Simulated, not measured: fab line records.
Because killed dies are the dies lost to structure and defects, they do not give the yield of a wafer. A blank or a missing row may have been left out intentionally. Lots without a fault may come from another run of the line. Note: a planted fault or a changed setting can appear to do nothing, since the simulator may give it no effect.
Which tool is to blame?	flow nand harc	17 wafers from 6 lots sampled at 3 of the route's 1302 steps

WHAT THE GAUGES SHOWED, per wafer
NHARC_A_ONON_D2_THK_MEAS_18: measures by ellipsometry.
lot	measured	on	thk nm (nm)
L303	day 13 07:04	film metro-02	1005 1009 1007
L304	day 14 09:20	film metro-02	989 990 991
L308	day 15 16:37	film metro-01	997 997 998
L311	day 17 17:43	film metro-02	1901 1000
L321	day 20 21:40	film metro-02	1000 999 1000
L322	day 22 11:14	film metro-02	1009 1008 1007

EACH LOT AND THE TOOL THAT RAN IT (in order: tool; ch and the chambers of the sampled wafers; start)
lot	NHARC_A_DECK1_JOINT_ETCHBACK_00	NHARC_A_ONON_D2_DEP_16
L303	rie si-03 ch 0,2,3, day 11 21:14	pecvd onon-03 ch 0, day 13 06:40
L304	rie si-06 ch 0,1, day 12 17:16	pecvd onon-01 ch 0, day 14 09:00
L308	rie si-03 ch 0,1,3, day 14 07:35	pecvd onon-01 ch 0, day 15 16:07
L311	rie si-06 ch 0,3, day 15 22:51	pecvd onon-03 ch 0, day 17 17:15
L321	rie si-06 ch 0,1,2, day 19 12:08	pecvd onon-03 ch 0, day 20 21:16
L322	rie si-06 ch 0,1, day 20 17:46	pecvd onon-01 ch 0, day 22 10:50
- NHARC_A_DECK1_JOINT_ETCHBACK_00: etches the open film in HBr, target depth 30 nm, time 17.4 s.
- NHARC_A_ONON_D2_DEP_16: target thk 1000 nm.

THE ANSWER, worked out from the rows above alone
Rule: what is usual is taken from the lots themselves. Put in order of their means at a reading, lots are off if they are a third of the lots or fewer, leave a main group of 4 or more, and stand apart from it by a gap of 3 or more times the standard deviation of the main group's means; of several such gaps the widest counts. A main group whose means are all the same, to the digits that the tables above print for the reading, isn't used. Also off: a lot with no number at a reading for which 4 or more lots have one. Any other lot the step has rows for is counted as sound.
Off: L311 (NHARC_A_ONON_D2_THK_MEAS_18, thk nm). Main group: mean 1000 nm, sd 6.6.
A tool fits if, at a process step before that reading, it ran every lot that is off, and no sound lot after the first of them. Those tools and the gauges at NHARC_A_ONON_D2_THK_MEAS_18 are tried in the same way. Of those tried, none fits.

WHAT THE SIMULATOR HAD INSERTED
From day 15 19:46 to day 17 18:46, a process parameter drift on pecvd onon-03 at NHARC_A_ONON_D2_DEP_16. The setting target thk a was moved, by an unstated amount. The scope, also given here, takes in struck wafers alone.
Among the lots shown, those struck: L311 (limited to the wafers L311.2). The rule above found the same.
